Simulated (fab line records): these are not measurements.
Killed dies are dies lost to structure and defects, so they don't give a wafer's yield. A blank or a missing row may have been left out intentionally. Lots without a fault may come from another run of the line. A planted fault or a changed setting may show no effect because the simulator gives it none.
fab line records	flow n5Finfet
record lots=24	wafers=72	lastDay=19
route steps=1938 shown BEOL_M3@971 BEOL_M4@1034
lots with no fault: from the same line, run without faults
startH: hours from the record's opening day to when the first of the lot's shown wafers began	waitH: hours from the lot's prior step to this one	" unchanged from the row above	L1.1+2: a single row standing in for several wafers	- no value, or no start given	* or withheld: withheld	< > ~ a bound
route shown NAME@n: a module of which the file shows steps, and the number in the route of the first	usual: average and standard deviation across the fault-free wafers	same: alike in all rows	chamber/n: place in a boat	sites: the reading at each site	_std_site: their standard deviation	_edge_site: outer sites' mean less inner sites'	radiusMm: for every site, how far away it sits from the centre of the wafer	mask NAME#n: copy n	behind: tool/chamber where the wafer was last shaped	hold: what put the lot on hold/how long, in hours/how the hold closed	device: transistor that didn't switch, given as n, p or np	end of line: the tests these same wafers got at the end of their route	for a step that has no rows: nothing shown but its recipe	killed: the dies lost at the first sort to structure and to defects; this is not the yield of the wafer	map: dies across one wafer; x = killed, . = not, _ = none there
set.NAME: the setting the step ran with; set.NAME@STEP: the setting that earlier step ran with	model.NAME: the simulator's own value behind a step, which no gauge read
route steps across a sampled set of lots; one table per step, one row per wafer
services: the hour from which a tool's chamber was out of use, counted from the record's first day as startH (under 0 if before that day), plus the number of hours and why
## steps
# step N5_BEOL_M3_ETCH_69
# recipe chemistry=CF4	target=SiARC	targetDepthA=156	maskMaterial=CAR-EUV	timeS=26	ionEnergyEv=80	pressureMtorr=40	sourceW=545	biasW=36	Ar_flow_sccm=100	cf4FlowSccm=100	ends=cleared
# usual drypumpMotorCurrentA=6.1/0.45	etchRfOnTimeS=26.2/0.78	oesProductAu=0.63/0.051	rfVppV=183.9/1.1	showerheadPlenumPTorr=2.12/0.061	throttleValvePct=15.70/0.18
lot.wafer	tool	chamber	startH	waitH	drypumpMotorCurrentA	etchRfOnTimeS	oesProductAu	rfHoursCounterH	rfVppV	showerheadPlenumPTorr	throttleValvePct
L074.1	rieDiel-02	0	162.34	0.0	6.6	26.4	0.63	146	184.9	2.13	15.79
L074.2	"	2	"	"	5.9	25.3	0.61	208	182.9	2.12	15.73
L074.6	"	2	"	"	5.9	25.0	0.61	-	183.0	2.12	15.72
L075.2	rieDiel-02	0	166.44	0.0	6.5	26.4	0.63	147	184.0	2.13	15.79
L075.3	"	3	"	"	6.5	26.1	0.68	106	183.8	2.06	15.67
L075.5	"	2	"	"	5.9	25.3	0.61	-	184.4	2.12	15.74
L076.3	rieDiel-06	3	166.67	0.0	5.5	25.0	0.63	163	184.8	2.23	15.81
L076.4	"	1	"	"	5.8	27.2	0.64	142	183.4	2.06	15.34
L076.5	"	1	"	"	5.8	27.0	0.64	-	181.8	2.06	15.34
L077.2	rieDiel-02	1	169.03	0.0	5.7	27.4	0.60	169	184.2	2.22	15.63
L077.3	"	2	"	"	5.8	25.2	0.60	210	183.7	2.12	15.74
L077.5	"	2	"	"	5.8	25.3	0.60	-	182.7	2.12	15.75
L078.3	rieDiel-02	0	171.16	0.0	6.5	26.1	0.63	148	183.4	2.13	15.80
L078.4	"	3	"	"	6.5	26.0	0.68	107	183.3	2.06	15.69
L078.6	"	3	"	"	6.5	26.0	0.68	-	184.4	2.06	15.68
L079.1	rieDiel-06	0	175.36	0.0	6.4	25.7	0.77	31	183.8	2.19	15.35
L079.3	"	1	"	"	5.8	26.8	0.65	144	183.0	2.06	15.35
L079.4	"	3	"	"	5.6	25.2	0.63	166	184.7	2.23	15.81
L080.3	rieDiel-02	1	196.19	0.0	5.7	27.5	0.59	177	184.5	2.21	15.63
L080.4	"	0	"	"	6.6	25.9	0.63	155	185.1	2.13	15.80
L080.5	"	3	"	"	6.5	26.4	0.67	-	183.8	2.06	15.68
L083.1	rieDiel-05	2	202.60	0.0	6.7	26.1	0.60	236	183.8	2.13	15.71
L083.4	"	3	"	"	5.2	25.7	0.62	200	183.9	2.14	15.74
L083.5	"	2	"	"	6.7	26.4	0.59	-	184.5	2.13	15.71
L081.4	rieDiel-02	2	202.98	0.0	5.9	25.2	0.60	221	183.2	2.11	15.76
L081.5	"	3	"	"	6.5	26.4	0.66	-	183.2	2.05	15.70
L081.6	"	2	"	"	5.8	25.3	0.60	-	182.4	2.11	15.75
L082.1	rieDiel-02	3	205.22	0.0	6.5	26.5	0.66	117	183.4	2.05	15.71
L082.2	"	2	"	"	5.9	25.4	0.60	222	185.5	2.11	15.76
L082.4	"	0	"	"	6.5	26.2	0.62	158	183.6	2.13	15.83
L084.4	rieDiel-02	2	223.99	0.0	5.9	25.2	0.60	228	184.2	2.11	15.77
L084.5	"	3	"	"	6.5	26.2	0.66	-	183.9	2.05	15.71
L084.6	"	2	"	"	5.9	25.3	0.60	-	184.0	2.11	15.76
L085.1	rieDiel-05	2	226.29	0.0	6.8	26.1	0.60	243	183.6	2.12	15.73
L085.2	"	0	"	"	5.9	25.9	0.77	20	183.9	2.19	15.20
L085.6	"	0	"	"	5.9	25.8	0.77	-	184.7	2.19	15.19
L086.2	rieDiel-05	0	231.91	0.0	6.0	25.6	0.77	22	184.6	2.19	15.21
L086.3	"	3	"	"	5.2	25.6	0.62	210	185.3	2.14	15.78
L086.4	"	2	"	"	6.7	26.0	0.59	245	183.4	2.12	15.73
L087.2	rieDiel-05	3	236.74	0.0	5.2	25.7	0.63	212	184.2	2.14	15.77
L087.3	"	1	"	"	5.7	27.7	0.58	221	182.6	2.04	15.95
L087.4	"	2	"	"	6.8	26.1	0.59	247	182.3	2.12	15.73
L090.1	rieDiel-06	2	237.58	0.0	6.7	25.6	0.61	234	182.0	2.05	15.94
L090.2	"	0	"	"	6.4	25.4	0.75	50	185.0	2.19	15.39
L090.4	"	1	"	"	5.8	26.7	0.63	163	183.4	2.05	15.38
L088.1	rieDiel-05	1	243.19	0.0	5.7	27.5	0.58	223	182.8	2.04	15.96
L088.3	"	2	"	"	6.7	26.1	0.60	248	182.9	2.12	15.72
L088.5	"	3	"	"	5.2	25.6	0.62	-	184.0	2.14	15.78
L089.2	rieDiel-05	0	243.38	0.0	6.0	25.9	0.76	25	184.8	2.19	15.19
L089.4	"	1	"	"	5.7	27.6	0.58	223	183.3	2.04	15.96
L089.5	"	2	"	"	6.8	26.2	0.58	-	182.6	2.12	15.74
L091.2	rieDiel-02	1	243.82	0.0	5.7	27.4	0.59	192	185.2	2.21	15.66
L091.4	"	2	"	"	5.9	25.1	0.59	234	183.7	2.11	15.79
L091.5	"	2	"	"	5.9	25.1	0.59	-	182.6	2.11	15.78
L092.1	rieDiel-02	2	264.23	0.0	5.8	25.3	0.59	240	184.1	2.10	15.80
L092.2	"	1	"	"	5.7	27.5	0.58	198	183.9	2.21	15.68
L092.3	"	3	"	"	6.5	26.4	0.65	136	184.5	2.05	15.74
L093.1	rieDiel-02	2	293.10	0.0	5.9	25.4	0.58	248	183.1	2.10	15.80
L093.2	"	0	"	"	6.5	26.3	0.61	182	183.8	2.12	15.87
L093.4	"	1	"	"	5.7	27.7	0.58	206	185.2	2.20	15.70
L094.2	rieDiel-02	1	298.80	0.0	5.7	27.2	0.58	208	185.5	2.20	15.68
L094.3	"	2	"	"	5.9	25.2	0.59	250	183.8	2.10	15.83
L094.4	"	0	"	"	6.5	25.7	0.61	184	184.0	2.12	15.88
L095.3	rieDiel-02	1	299.10	0.0	5.7	27.5	0.58	208	185.5	2.20	15.70
L095.4	"	2	"	"	5.8	25.3	0.58	250	183.3	2.10	15.81
L095.5	"	1	"	"	5.7	27.5	0.58	-	185.6	2.20	15.69
L097.2	rieDiel-02	1	300.56	0.0	5.7	27.1	0.58	208	182.9	2.20	15.70
L097.4	"	1	"	"	5.7	27.2	0.58	-	183.9	2.20	15.71
L097.6	"	0	"	"	6.5	25.7	0.62	-	184.1	2.12	15.86
L096.2	rieDiel-06	0	311.89	0.0	6.4	25.3	0.73	68	183.5	2.18	15.42
L096.3	"	3	"	"	5.6	24.9	0.61	203	185.3	2.22	15.87
L096.5	"	1	"	"	5.8	26.6	0.62	-	182.5	2.05	15.41
# step N5_BEOL_M3_ETCH_70
# recipe chemistry=N2/H2	target=SOC	targetDepthA=800	overetchA=160	maskMaterial=SiARC	tempC=40	timeS=120	ionEnergyEv=200	pressureMtorr=30	sourceW=840	biasW=150	n2FlowSccm=200	h2FlowSccm=200
# usual drypumpMotorCurrentA=6.1/0.5	oesProductAu=0.58/0.054	rfVppV=523.3/2.3	showerheadPlenumPTorr=2.52/0.072	throttleValvePct=17.90/0.24
lot.wafer	tool	chamber	startH	waitH	drypumpMotorCurrentA	oesProductAu	rfHoursCounterH	rfVppV	showerheadPlenumPTorr	throttleValvePct
L074.1	rieDiel-06	1	164.03	0.0	5.8	0.58	141	520.6	2.46	17.64
L074.2	"	3	"	"	5.6	0.56	162	526.6	2.64	17.94
L074.6	"	0	"	"	6.5	0.69	-	524.4	2.59	17.58
L075.2	rieDiel-02	0	169.17	0.0	6.5	0.57	148	523.5	2.55	18.11
L075.3	"	3	"	"	6.6	0.60	107	522.0	2.46	18.09
L075.5	"	0	"	"	6.5	0.57	-	523.9	2.55	18.11
L076.3	rieDiel-06	2	169.20	0.0	6.7	0.55	214	519.3	2.41	17.99
L076.4	"	1	"	"	5.8	0.58	142	522.6	2.46	17.65
L076.5	"	3	"	"	5.6	0.56	-	526.2	2.64	17.94
L077.2	rieDiel-05	1	172.45	0.0	5.7	0.56	200	521.0	2.43	18.18
L077.3	"	2	"	"	6.7	0.54	224	523.9	2.53	17.79
L077.5	"	3	"	"	5.2	0.57	-	523.3	2.52	17.86
L078.3	rieDiel-06	1	172.63	0.0	5.8	0.58	143	521.7	2.46	17.63
L078.4	"	3	"	"	5.6	0.55	165	527.8	2.64	17.93
L078.6	"	1	"	"	5.8	0.58	-	521.0	2.46	17.64
L079.1	rieDiel-05	2	183.11	0.0	6.7	0.54	228	522.4	2.53	17.81
L079.3	"	1	"	"	5.8	0.54	203	519.2	2.43	18.20
L079.4	"	3	"	"	5.2	0.56	192	523.5	2.52	17.86
L083.1	rieDiel-02	1	210.04	0.0	5.7	0.55	182	525.5	2.63	17.89
L083.4	"	2	"	"	5.8	0.53	223	522.1	2.52	17.91
L083.5	"	0	"	"	6.6	0.56	-	524.4	2.55	18.11
L081.4	rieDiel-05	3	212.06	0.0	5.2	0.56	203	524.0	2.51	17.87
L081.5	"	3	"	"	5.2	0.55	-	524.6	2.51	17.86
L081.6	"	2	"	"	6.7	0.54	-	522.7	2.52	17.83
L082.1	rieDiel-02	0	218.36	0.0	6.6	0.55	161	523.0	2.54	18.14
L082.2	"	1	"	"	5.7	0.55	184	526.7	2.63	17.90
L082.4	"	3	"	"	6.5	0.60	121	522.1	2.45	18.12
L080.3	rieDiel-06	2	220.96	0.0	6.7	0.54	228	520.0	2.41	18.02
L080.4	"	0	"	"	6.4	0.67	-	525.0	2.58	17.61
L080.5	"	1	"	"	5.8	0.58	-	520.4	2.45	17.67
L084.4	rieDiel-05	2	225.56	0.0	6.7	0.53	243	522.4	2.52	17.84
L084.5	"	2	"	"	6.7	0.54	-	522.3	2.52	17.85
L084.6	"	1	"	"	5.7	0.54	-	520.1	2.42	18.22
L085.1	rieDiel-02	3	226.98	0.0	6.5	0.60	124	522.9	2.45	18.11
L085.2	"	0	"	"	6.5	0.56	164	523.8	2.54	18.13
L085.6	"	0	"	"	6.6	0.56	-	524.1	2.54	18.14
L086.2	rieDiel-06	0	234.09	0.0	6.4	0.66	48	524.7	2.58	17.63
L086.3	"	1	"	"	5.8	0.58	161	519.2	2.45	17.66
L086.4	"	3	"	"	5.6	0.55	182	527.5	2.63	17.98
L090.1	rieDiel-02	2	241.02	0.0	5.9	0.52	234	523.6	2.51	17.94
L090.2	"	0	"	"	6.5	0.55	168	524.3	2.54	18.13
L090.4	"	3	"	"	6.5	0.59	128	523.3	2.45	18.13
L087.2	rieDiel-05	3	248.64	0.0	5.2	0.54	215	522.6	2.51	17.88
L087.3	"	0	"	"	6.0	0.68	27	525.8	2.59	17.37
L087.4	"	1	"	"	5.6	0.54	224	519.2	2.42	18.22
L091.2	rieDiel-02	1	250.14	0.0	5.7	0.54	194	525.9	2.63	17.92
L091.4	"	2	"	"	5.8	0.52	-	523.2	2.51	17.95
L091.5	"	1	"	"	5.7	0.54	-	526.2	2.63	17.92
L088.1	rieDiel-02	2	254.85	0.0	5.8	0.52	238	522.1	2.51	17.94
L088.3	"	3	"	"	6.6	0.59	133	518.7	2.45	18.13
L088.5	"	0	"	"	6.5	0.55	-	524.3	2.54	18.14
L089.2	rieDiel-06	1	258.12	0.0	5.8	0.57	165	520.3	2.45	17.69
L089.4	"	2	"	"	6.7	0.54	240	520.1	2.40	18.04
L089.5	"	0	"	"	6.5	0.65	-	523.6	2.58	17.60
L092.1	rieDiel-02	1	278.18	0.0	5.7	0.54	201	526.6	2.63	17.92
L092.2	"	2	"	"	5.9	0.51	243	522.8	2.51	17.95
L092.3	"	0	"	"	6.6	0.55	176	524.5	2.54	18.15
L094.2	rieDiel-02	0	309.08	0.0	6.6	0.54	185	524.8	2.53	18.17
L094.3	"	1	"	"	5.7	0.53	210	525.8	2.62	17.95
L094.4	"	3	"	"	6.5	0.58	-	519.6	2.44	18.16
L093.1	rieDiel-05	2	309.53	0.0	6.8	0.70	12	522.0	2.51	17.47
L093.2	"	0	"	"	6.0	0.65	46	526.3	2.59	17.40
L093.4	"	1	"	"	5.7	0.53	241	519.9	2.41	18.26
L095.3	rieDiel-02	3	312.55	0.0	6.5	0.58	149	520.8	2.44	18.18
L095.4	"	1	"	"	5.7	0.53	-	527.1	2.62	17.94
L095.5	"	3	"	"	6.5	0.58	-	521.7	2.44	18.16
L097.2	rieDiel-05	1	314.00	0.0	5.7	0.53	242	519.8	2.41	18.25
L097.4	"	0	"	"	6.0	0.64	47	526.0	2.59	17.42
L097.6	"	1	"	"	5.7	0.53	-	519.4	2.41	18.25
L096.2	rieDiel-05	1	315.40	0.0	5.7	0.53	243	519.8	2.41	18.26
L096.3	"	2	"	"	6.8	0.70	14	522.1	2.51	17.44
L096.5	"	3	"	"	5.2	0.54	-	521.9	2.50	17.93
# step N5_BEOL_M3_OCD_MEAS_38
# usual trenchDepthNm=55.1/1.2
lot.wafer	tool	chamber	startH	waitH	trenchDepthNm
L074.1	ocd-01	-	164.39	-	55.3
L074.2	"	-	"	"	56.2
L074.6	"	-	"	"	56.9
L075.2	ocd-01	-	169.52	-	55.2
L075.3	"	-	"	"	55.0
L075.5	"	-	"	"	54.7
L076.3	ocd-02	-	169.57	-	55.4
L076.4	"	-	"	"	54.7
L076.5	"	-	"	"	56.7
L077.2	ocd-02	-	172.80	-	54.2
L077.3	"	-	"	"	55.0
L077.5	"	-	"	"	55.8
L078.3	ocd-01	-	172.99	-	54.3
L078.4	"	-	"	"	56.1
L078.6	"	-	"	"	54.0
L079.1	ocd-01	-	183.46	-	55.0
L079.3	"	-	"	"	54.1
L079.4	"	-	"	"	55.4
L083.1	ocd-02	-	210.39	-	53.5
L083.4	"	-	"	"	56.4
L083.5	"	-	"	"	55.4
L081.4	ocd-01	-	212.42	-	55.4
L081.5	"	-	"	"	54.8
L081.6	"	-	"	"	55.5
L082.1	ocd-02	-	218.72	-	55.8
L082.2	"	-	"	"	53.2
L082.4	"	-	"	"	54.4
L080.3	ocd-02	-	221.32	-	55.1
L080.4	"	-	"	"	56.5
L080.5	"	-	"	"	55.1
L084.4	ocd-01	-	225.93	-	55.3
L084.5	"	-	"	"	55.1
L084.6	"	-	"	"	53.4
L085.1	ocd-01	-	227.33	-	55.7
L085.2	"	-	"	"	55.5
L085.6	"	-	"	"	55.6
L086.2	ocd-01	-	234.45	-	57.6
L086.3	"	-	"	"	54.8
L086.4	"	-	"	"	57.0
L090.1	ocd-01	-	241.38	-	56.5
L090.2	"	-	"	"	55.4
L090.4	"	-	"	"	55.3
L087.2	ocd-02	-	248.99	-	54.9
L087.3	"	-	"	"	56.2
L087.4	"	-	"	"	52.8
L091.2	ocd-02	-	250.50	-	53.3
L091.4	"	-	"	"	56.2
L091.5	"	-	"	"	53.9
L088.1	ocd-01	-	255.21	-	56.5
L088.3	"	-	"	"	53.7
L088.5	"	-	"	"	55.7
L089.2	ocd-01	-	258.47	-	54.6
L089.4	"	-	"	"	55.5
L089.5	"	-	"	"	56.6
L092.1	ocd-02	-	278.53	-	52.1
L092.2	"	-	"	"	56.0
L092.3	"	-	"	"	55.0
L094.2	ocd-02	-	309.43	-	55.3
L094.3	"	-	"	"	52.4
L094.4	"	-	"	"	54.3
L093.1	ocd-02	-	309.88	-	56.5
L093.2	"	-	"	"	55.5
L093.4	"	-	"	"	53.0
L095.3	ocd-01	-	312.91	-	54.1
L095.4	"	-	"	"	53.0
L095.5	"	-	"	"	54.5
L097.2	ocd-01	-	314.35	-	52.8
L097.4	"	-	"	"	55.0
L097.6	"	-	"	"	52.4
L096.2	ocd-02	-	315.76	-	52.3
L096.3	"	-	"	"	56.1
L096.5	"	-	"	"	55.3
# step N5_BEOL_M3_ANNEAL_49
# recipe tempC=400	timeS=240	ambient=vacuum
# usual heaterPowerW=848/58
lot.wafer	tool	chamber	startH	waitH	heaterPowerW
L074.1	pvdSputter-02	-	165.71	0.0	842
L074.2	"	-	"	"	829
L074.6	"	-	"	"	804
L075.2	pvdSputter-03	-	170.83	0.0	809
L075.3	"	-	"	"	827
L075.5	"	-	"	"	826
L076.3	pvdSputter-01	-	172.42	0.0	793
L076.4	"	-	"	"	827
L076.5	"	-	"	"	820
L077.2	pvdSputter-03	-	173.75	0.0	814
L077.3	"	-	"	"	862
L077.5	"	-	"	"	890
L078.3	pvdSputter-01	-	174.38	0.0	887
L078.4	"	-	"	"	788
L078.6	"	-	"	"	797
L079.1	pvdSputter-01	-	186.53	0.0	892
L079.3	"	-	"	"	842
L079.4	"	-	"	"	793
L083.1	pvdSputter-01	-	212.28	0.0	872
L083.4	"	-	"	"	847
L083.5	"	-	"	"	850
L081.4	pvdSputter-02	-	214.06	0.0	812
L081.5	"	-	"	"	830
L081.6	"	-	"	"	1016
L082.1	pvdSputter-01	-	220.35	0.0	797
L082.2	"	-	"	"	881
L082.4	"	-	"	"	900
L080.3	pvdSputter-01	-	222.75	0.0	803
L080.4	"	-	"	"	812
L080.5	"	-	"	"	864
L084.4	pvdSputter-03	-	227.90	0.0	900
L084.5	"	-	"	"	815
L084.6	"	-	"	"	907
L085.1	pvdSputter-02	-	229.78	0.0	835
L085.2	"	-	"	"	769
L085.6	"	-	"	"	854
L086.2	pvdSputter-01	-	235.80	0.0	844
L086.3	"	-	"	"	789
L086.4	"	-	"	"	888
L090.1	pvdSputter-02	-	242.53	0.0	1017
L090.2	"	-	"	"	862
L090.4	"	-	"	"	823
L087.2	pvdSputter-02	-	250.21	0.0	816
L087.3	"	-	"	"	841
L087.4	"	-	"	"	804
L091.2	pvdSputter-02	-	252.37	0.0	1027
L091.4	"	-	"	"	789
L091.5	"	-	"	"	805
L088.1	pvdSputter-01	-	256.94	0.0	850
L088.3	"	-	"	"	800
L088.5	"	-	"	"	855
L089.2	pvdSputter-03	-	259.67	0.0	836
L089.4	"	-	"	"	812
L089.5	"	-	"	"	821
L092.1	pvdSputter-01	-	279.55	0.0	791
L092.2	"	-	"	"	836
L092.3	"	-	"	"	857
L094.2	pvdSputter-01	-	310.48	0.0	846
L094.3	"	-	"	"	778
L094.4	"	-	"	"	884
L093.1	pvdSputter-03	-	312.62	0.0	821
L093.2	"	-	"	"	851
L093.4	"	-	"	"	879
L095.3	pvdSputter-01	-	314.18	0.0	787
L095.4	"	-	"	"	862
L095.5	"	-	"	"	849
L097.2	pvdSputter-02	-	315.75	0.0	1028
L097.4	"	-	"	"	855
L097.6	"	-	"	"	812
L096.2	pvdSputter-03	-	318.52	0.0	821
L096.3	"	-	"	"	876
L096.5	"	-	"	"	836
# step N5_BEOL_M3_ANNEAL_51
# recipe tempC=225	timeS=90	ambient=N2
# usual wafer_temp_C_max=226.1/0.38
lot.wafer	tool	chamber	startH	waitH	wafer_temp_C_max
L074.1	rtpAnneal-01	0	167.59	0.1	225.8
L074.2	"	0	"	"	225.8
L074.6	"	0	"	"	225.4
L075.2	rtpAnneal-02	0	172.77	0.1	226.0
L075.3	"	0	"	"	225.9
L075.5	"	0	"	"	225.6
L076.3	rtpAnneal-01	0	174.38	0.1	225.8
L076.4	"	0	"	"	225.8
L076.5	"	0	"	"	226.1
L077.2	rtpAnneal-01	0	175.67	0.1	225.4
L077.3	"	0	"	"	225.6
L077.5	"	0	"	"	225.8
L078.3	rtpAnneal-02	0	176.34	0.1	226.1
L078.4	"	0	"	"	226.2
L078.6	"	0	"	"	226.3
L079.1	rtpAnneal-01	0	188.41	0.1	225.9
L079.3	"	0	"	"	225.9
L079.4	"	0	"	"	226.0
L083.1	rtpAnneal-01	0	214.18	0.1	225.6
L083.4	"	0	"	"	226.0
L083.5	"	0	"	"	225.8
L081.4	rtpAnneal-01	0	216.22	0.2	225.8
L081.5	"	0	"	"	225.9
L081.6	"	0	"	"	226.1
L082.1	rtpAnneal-02	0	222.26	0.1	226.3
L082.2	"	0	"	"	226.1
L082.4	"	0	"	"	226.4
L080.3	rtpAnneal-02	0	224.71	0.1	226.7
L080.4	"	0	"	"	226.5
L080.5	"	0	"	"	226.8
L084.4	rtpAnneal-02	0	229.91	0.2	226.9
L084.5	"	0	"	"	226.3
L084.6	"	0	"	"	226.2
L085.1	rtpAnneal-02	0	231.65	0.1	226.5
L085.2	"	0	"	"	226.2
L085.6	"	0	"	"	226.3
L086.2	rtpAnneal-01	0	241.89	0.1	225.6
L086.3	"	0	"	"	225.8
L086.4	"	0	"	"	225.7
L090.1	rtpAnneal-02	0	244.50	0.2	226.3
L090.2	"	0	"	"	226.0
L090.4	"	0	"	"	226.2
L087.2	rtpAnneal-01	0	252.13	0.1	225.9
L087.3	"	0	"	"	226.2
L087.4	"	0	"	"	225.9
L091.2	rtpAnneal-02	0	254.29	0.1	226.4
L091.4	"	0	"	"	226.3
L091.5	"	0	"	"	226.7
L088.1	rtpAnneal-02	0	258.82	0.1	226.7
L088.3	"	0	"	"	226.2
L088.5	"	0	"	"	226.2
L089.2	rtpAnneal-02	0	261.65	0.2	226.9
L089.4	"	0	"	"	226.1
L089.5	"	0	"	"	226.5
L092.1	rtpAnneal-02	0	281.43	0.1	226.2
L092.2	"	0	"	"	226.1
L092.3	"	0	"	"	226.1
L094.2	rtpAnneal-01	0	312.40	0.1	226.0
L094.3	"	0	"	"	225.4
L094.4	"	0	"	"	225.9
L093.1	rtpAnneal-02	0	314.54	0.1	226.5
L093.2	"	0	"	"	226.2
L093.4	"	0	"	"	226.8
L095.3	rtpAnneal-02	0	316.48	0.5	225.9
L095.4	"	0	"	"	226.7
L095.5	"	0	"	"	226.4
L097.2	rtpAnneal-02	0	317.68	0.1	226.6
L097.4	"	0	"	"	226.4
L097.6	"	0	"	"	226.6
L096.2	rtpAnneal-02	0	320.73	0.4	225.9
L096.3	"	0	"	"	226.1
L096.5	"	0	"	"	226.3
# step N5_BEOL_M4_CD_MEAS_11
# recipe targetCdNm=16.79	landingEnergyEv=500	detector=seInlens	polarity=opening
# usual cdNm=16.81/0.25
lot.wafer	tool	chamber	startH	waitH	cdNm
L074.1	cdSem-02	0	170.13	-	16.65
L074.2	"	0	"	"	16.50
L074.6	"	0	"	"	16.37
L075.2	cdSem-01	0	176.08	-	17.18
L075.3	"	0	"	"	16.98
L075.5	"	0	"	"	16.64
L076.3	cdSem-03	0	176.47	-	17.11
L076.4	"	0	"	"	17.05
L076.5	"	0	"	"	16.98
L077.2	cdSem-02	0	178.93	-	16.53
L077.3	"	0	"	"	16.74
L077.5	"	0	"	"	16.95
L078.3	cdSem-03	0	179.26	-	16.87
L078.4	"	0	"	"	16.69
L078.6	"	0	"	"	16.83
L079.1	cdSem-01	0	191.45	-	16.92
L079.3	"	0	"	"	16.74
L079.4	"	0	"	"	17.03
L083.1	cdSem-02	0	216.93	-	16.39
L083.4	"	0	"	"	16.61
L083.5	"	0	"	"	16.36
L081.4	cdSem-02	0	218.82	-	16.76
L081.5	"	0	"	"	16.36
L081.6	"	0	"	"	17.06
L082.1	cdSem-01	0	225.13	-	17.01
L082.2	"	0	"	"	16.85
L082.4	"	0	"	"	16.79
L080.3	cdSem-03	0	226.76	-	17.08
L080.4	"	0	"	"	16.76
L080.5	"	0	"	"	16.40
L084.4	cdSem-03	0	232.06	-	16.64
L084.5	"	0	"	"	16.79
L084.6	"	0	"	"	16.64
L085.1	cdSem-03	0	235.10	-	16.69
L085.2	"	0	"	"	17.03
L085.6	"	0	"	"	16.88
L086.2	cdSem-01	0	244.90	-	16.90
L086.3	"	0	"	"	16.65
L086.4	"	0	"	"	16.87
L090.1	cdSem-01	0	248.62	-	17.12
L090.2	"	0	"	"	16.79
L090.4	"	0	"	"	16.79
L087.2	cdSem-01	0	255.72	-	17.13
L087.3	"	0	"	"	17.13
L087.4	"	0	"	"	17.06
L091.2	cdSem-01	0	256.50	-	16.64
L091.4	"	0	"	"	16.98
L091.5	"	0	"	"	16.85
L088.1	cdSem-01	0	262.65	-	17.13
L088.3	"	0	"	"	16.77
L088.5	"	0	"	"	16.95
L089.2	cdSem-01	0	263.81	-	16.80
L089.4	"	0	"	"	16.52
L089.5	"	0	"	"	16.84
L092.1	cdSem-03	0	282.93	-	16.76
L092.2	"	0	"	"	16.97
L092.3	"	0	"	"	16.75
L094.2	cdSem-01	0	313.95	-	16.31
L094.3	"	0	"	"	16.29
L094.4	"	0	"	"	16.47
L093.1	cdSem-01	0	316.72	-	16.71
L093.2	"	0	"	"	17.01
L093.4	"	0	"	"	17.02
L095.3	cdSem-03	0	319.22	-	17.26
L095.4	"	0	"	"	16.95
L095.5	"	0	"	"	16.84
L097.2	cdSem-01	0	319.65	-	16.98
L097.4	"	0	"	"	16.85
L097.6	"	0	"	"	16.62
L096.2	cdSem-02	0	322.82	-	16.35
L096.3	"	0	"	"	16.31
L096.5	"	0	"	"	16.26
## services
tool	chamber	startH	hours	kind
rieDiel-05	1	198.10	1.3	repair
rieDiel-06	3	216.58	5.0	repair
rieDiel-06	1	240.99	8.6	repair
rtpAnneal-01	-	244.32	0.9	pm
rieDiel-05	2	250.56	-	clean
rieDiel-05	2	250.56	-	consumableReplace:focusRing
rieDiel-05	2	250.56	17.4	scheduledDown
rieDiel-05	2	250.56	17.4	ventCycle
rieDiel-02	2	299.96	-	clean
rieDiel-02	2	299.96	-	consumableReplace:focusRing
rieDiel-02	2	299.96	22.6	scheduledDown
rieDiel-02	2	299.96	22.6	ventCycle
rieDiel-06	2	304.96	-	clean
rieDiel-06	2	304.96	-	consumableReplace:focusRing
rieDiel-06	2	304.96	-	consumableReplace:showerhead
rieDiel-06	2	304.96	12.3	scheduledDown
rieDiel-06	2	304.96	12.3	ventCycle
rieDiel-06	1	319.92	6.7	repair
## key
fault none
